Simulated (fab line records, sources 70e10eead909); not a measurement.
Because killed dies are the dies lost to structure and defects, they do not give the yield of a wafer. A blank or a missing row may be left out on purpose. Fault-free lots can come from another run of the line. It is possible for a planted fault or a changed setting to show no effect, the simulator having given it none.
Chamber matching -- flow nand_harc -- rie_diel-02 running NHARC_A_STAIRCASE_DESCUM_270: 4 sister chambers
The step chemistry O2, time 3 s. 8 wafers are shown with their chamber, then 7 later ones without.

## WAFERS, EACH WITH ITS CHAMBER
wafer,chamber,showerhead_plenum_p_Torr (Torr),oes_product_au (a.u.)
L074.3,3,1.91,0.983
L077.5,0,1.99,1.013
L082.3,2,1.88,0.980
L082.6,2,1.88,0.989
L085.3,0,1.98,1.003
L085.5,1,2.07,0.998
L087.1,1,2.07,0.983
L087.5,3,1.89,0.986

## WAFERS MISSING THEIR CHAMBER
wafer,showerhead_plenum_p_Torr (Torr),oes_product_au (a.u.)
L087.6,2.07,0.983
L090.1,2.06,0.992
L090.4,2.06,0.989
L090.5,1.86,0.997
L097.1,1.86,0.993
L097.2,2.05,0.988
L097.3,1.97,1.004

## EACH ONE'S CHAMBER
wafer,from the rows above,in truth
L087.6,1,1
L090.1,1,1
L090.4,1,1
L090.5,2,2
L097.1,2,2
L097.2,1,1
L097.3,0,0
Correctly placed: 7 of 7. Can't be placed from these rows: 0. 0 placed wrongly.
How it was worked out, from the rows above alone: a wafer's distance from a chamber is the root of the sum, over the readings, of the square of ((its reading less the chamber's mean) divided by the reading's scatter). The wafer belongs to the nearest chamber; if the next one is less than 2 further off, it can't be placed. A chamber's mean is the mean of its shown wafers. The scatter is the square root of a quotient: the sum, over the shown wafers, of each reading's squared deviation from its chamber's mean, divided by wafers minus chambers.
